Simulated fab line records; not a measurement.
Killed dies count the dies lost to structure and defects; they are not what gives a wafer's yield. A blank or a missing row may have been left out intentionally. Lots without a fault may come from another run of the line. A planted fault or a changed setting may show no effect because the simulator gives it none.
A sampling plan put to the test	flow nand-harc	one fab line, 20 faults that these records tell of, each judged on the records of the lots that it struck
The plan consists of the line's own looks: route steps at which the wafer is read by a gauge or an inspection but not changed. A look is open to judgement when struck wafers have a number at it and the file gives its usual mean and standard deviation on fault-free wafers. Caught: 4 or more of those standard deviations (sigma) separate the usual mean from the mean of the struck wafers at a look after the fault's first step. On the tool: the test repeated on the tool's own readings taken at the fault's steps. Also counted as caught: the struck wafers showing another recipe, or a record that is empty for them alone.

== THE FAULTS, as the simulator had put them in ==
1. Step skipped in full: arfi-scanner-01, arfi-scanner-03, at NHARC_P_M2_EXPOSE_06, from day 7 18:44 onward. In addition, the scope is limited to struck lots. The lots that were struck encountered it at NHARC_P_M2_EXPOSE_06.
2. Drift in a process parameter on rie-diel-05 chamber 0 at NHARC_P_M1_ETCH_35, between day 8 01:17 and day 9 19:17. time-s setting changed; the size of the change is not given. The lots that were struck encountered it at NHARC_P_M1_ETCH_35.
3. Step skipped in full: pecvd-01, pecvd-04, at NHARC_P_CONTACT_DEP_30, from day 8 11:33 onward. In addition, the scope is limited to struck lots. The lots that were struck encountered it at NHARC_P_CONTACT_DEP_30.
4. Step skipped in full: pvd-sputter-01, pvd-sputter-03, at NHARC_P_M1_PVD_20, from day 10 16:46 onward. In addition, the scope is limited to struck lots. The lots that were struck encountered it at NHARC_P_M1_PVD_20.
5. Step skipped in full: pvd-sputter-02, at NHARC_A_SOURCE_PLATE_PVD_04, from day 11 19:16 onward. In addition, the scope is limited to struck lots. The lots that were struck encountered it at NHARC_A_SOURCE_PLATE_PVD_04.
6. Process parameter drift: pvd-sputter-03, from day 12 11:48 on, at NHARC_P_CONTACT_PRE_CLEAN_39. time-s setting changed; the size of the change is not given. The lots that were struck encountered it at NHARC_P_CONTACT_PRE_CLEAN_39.
7. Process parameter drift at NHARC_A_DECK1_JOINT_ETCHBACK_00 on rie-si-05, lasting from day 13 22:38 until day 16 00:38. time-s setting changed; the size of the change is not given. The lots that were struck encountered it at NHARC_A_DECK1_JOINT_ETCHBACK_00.
8. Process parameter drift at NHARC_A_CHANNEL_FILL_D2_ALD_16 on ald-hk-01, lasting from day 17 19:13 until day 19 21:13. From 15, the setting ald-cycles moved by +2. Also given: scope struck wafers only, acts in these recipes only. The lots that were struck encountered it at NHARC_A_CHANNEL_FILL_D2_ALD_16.
9. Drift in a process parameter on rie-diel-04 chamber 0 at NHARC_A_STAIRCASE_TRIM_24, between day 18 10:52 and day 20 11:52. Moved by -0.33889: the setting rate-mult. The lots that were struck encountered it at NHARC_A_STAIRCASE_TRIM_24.
10. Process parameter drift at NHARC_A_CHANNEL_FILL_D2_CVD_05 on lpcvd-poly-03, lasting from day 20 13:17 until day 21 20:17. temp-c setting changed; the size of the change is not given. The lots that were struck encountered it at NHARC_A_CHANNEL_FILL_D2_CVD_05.
11. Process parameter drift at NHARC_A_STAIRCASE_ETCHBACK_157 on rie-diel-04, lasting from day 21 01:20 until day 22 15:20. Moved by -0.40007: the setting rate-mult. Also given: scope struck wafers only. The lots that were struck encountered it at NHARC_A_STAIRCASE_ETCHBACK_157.
12. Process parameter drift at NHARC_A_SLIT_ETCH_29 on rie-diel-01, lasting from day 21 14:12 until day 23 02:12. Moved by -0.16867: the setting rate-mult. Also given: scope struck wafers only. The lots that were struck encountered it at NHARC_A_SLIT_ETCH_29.
13. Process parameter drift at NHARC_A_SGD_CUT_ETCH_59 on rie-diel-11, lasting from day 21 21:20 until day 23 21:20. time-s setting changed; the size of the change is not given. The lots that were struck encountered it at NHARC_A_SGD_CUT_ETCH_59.
14. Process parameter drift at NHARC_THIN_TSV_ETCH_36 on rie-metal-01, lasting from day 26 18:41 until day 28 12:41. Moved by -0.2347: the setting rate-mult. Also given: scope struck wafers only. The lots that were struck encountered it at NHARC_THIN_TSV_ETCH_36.
15. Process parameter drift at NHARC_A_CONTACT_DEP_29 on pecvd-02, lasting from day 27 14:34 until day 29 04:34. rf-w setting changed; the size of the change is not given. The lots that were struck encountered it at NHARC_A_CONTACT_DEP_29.
16. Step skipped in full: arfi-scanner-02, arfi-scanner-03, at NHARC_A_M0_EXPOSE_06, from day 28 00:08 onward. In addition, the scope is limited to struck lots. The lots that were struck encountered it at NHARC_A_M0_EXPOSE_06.
17. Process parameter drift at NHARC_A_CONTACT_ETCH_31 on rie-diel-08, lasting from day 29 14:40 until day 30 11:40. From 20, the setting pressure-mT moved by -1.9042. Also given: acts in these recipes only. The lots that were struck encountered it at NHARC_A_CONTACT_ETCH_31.
18. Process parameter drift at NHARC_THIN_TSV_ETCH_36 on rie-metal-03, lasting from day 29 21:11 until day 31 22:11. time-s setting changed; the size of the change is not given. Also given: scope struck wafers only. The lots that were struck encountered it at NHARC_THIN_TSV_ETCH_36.
19. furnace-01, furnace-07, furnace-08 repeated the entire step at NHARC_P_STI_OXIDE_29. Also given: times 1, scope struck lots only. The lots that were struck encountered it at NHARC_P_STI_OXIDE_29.
20. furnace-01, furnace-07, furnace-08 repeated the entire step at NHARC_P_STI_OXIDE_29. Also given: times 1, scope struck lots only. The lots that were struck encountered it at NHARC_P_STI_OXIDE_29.

== WHAT THE PLAN SAW ==
fault	on the tool itself	first look that catches it	reading, sigma	median hours from its first step to that look	hours from the fault's start to the first struck lot there	judged looks passed uncaught
1	no reading that can be judged	no look after it can be judged	-	-	-	0
2	run-length-s -18 sigma	no look after it can be judged	-	-	-	0
3	the tool's record is blank for the struck wafers	NHARC_END_SORT_01	killed-at-periphery +95	436.7	439	1
4	the tool's record is blank for the struck wafers	not the one look that can be judged after it	-	-	-	1
5	no reading that can be judged	NHARC_END_SORT_01	killed-dies +7.3	421.0	428	0
6	no reading that can be judged	no look after it can be judged	-	-	-	0
7	run-length-s -12 sigma	not the one look that can be judged after it	-	-	-	1
8	under 2 sigma	not the one look that can be judged after it	-	-	-	1
9	oes-product-au -19 sigma	NHARC_END_SORT_01	killed-at-array +32	204.7	241	0
10	tube-center-temp-C +99 or beyond sigma	NHARC_END_WLT_00	VT_DECK2_TOP_INNER +26	236.4	239	0
11	oes-product-au -7.2 sigma	NHARC_END_SORT_01	killed-at-array +32	130.3	138	0
12	oes-product-au -11 sigma	no look after it can be judged	-	-	-	0
13	run-length-s -99 or beyond sigma	not the one look that can be judged after it	-	-	-	1
14	oes-product-au -16 sigma	not the one look that can be judged after it	-	-	-	1
15	rf-fwd-power-W -51 sigma	no look after it can be judged	-	-	-	0
16	no reading that can be judged	no look after it can be judged	-	-	-	0
17	chamber-pressure-mTorr -99 or beyond sigma	no look after it can be judged	-	-	-	0
18	run-length-s -14 sigma	not the one look that can be judged after it	-	-	-	1
19	under 2 sigma	not the one look that can be judged after it	-	-	-	1
20	under 2 sigma	no look after it can be judged	-	-	-	0
A dash: the fault is not caught, or the number is missing from these records.

Caught at a look: 5 of 20. Caught on the tool: 13 of 20. By one or the other: 14 of 20.
Faults 2, 4, 7, 12, 13, 14, 15, 17, 18 were caught on the tool alone.
Caught at a look alone: fault 5.
Caught by neither: faults 1, 6, 8, 16, 19, 20.

== THINNER SAMPLING ==
Were the look that catches a fault to measure just every second or every third lot (counted by lot number), the first struck lot would, at worst, be measured this late:
fault	struck lots at that look, in order of time	every lot	every second lot	every third lot
3	L814, L816, L815	439 h	457 h	457 h
5	L588, L587, L589	428 h	429 h	455 h
9	L289	241 h	may miss it	may miss it
10	L408, L407	239 h	242 h	may miss all 2
11	L885, L887, L888	138 h	158 h	may miss all 3
Hours count from the start of the fault until the first struck lot that is measured. 4 sigma limit: tested on the pooled struck wafers, so a lone lot may be under it. Other struck lots may not be in these records.

== THE LONGEST TIMED WAY FROM STEP TO LOOK ==
In fault 3, a median of 436.7 hours elapses between NHARC_P_CONTACT_DEP_30 and NHARC_END_SORT_01. The look between them that can be judged stayed within 4 sigma: NHARC_P_CONTACT_OVL_MEAS_13.
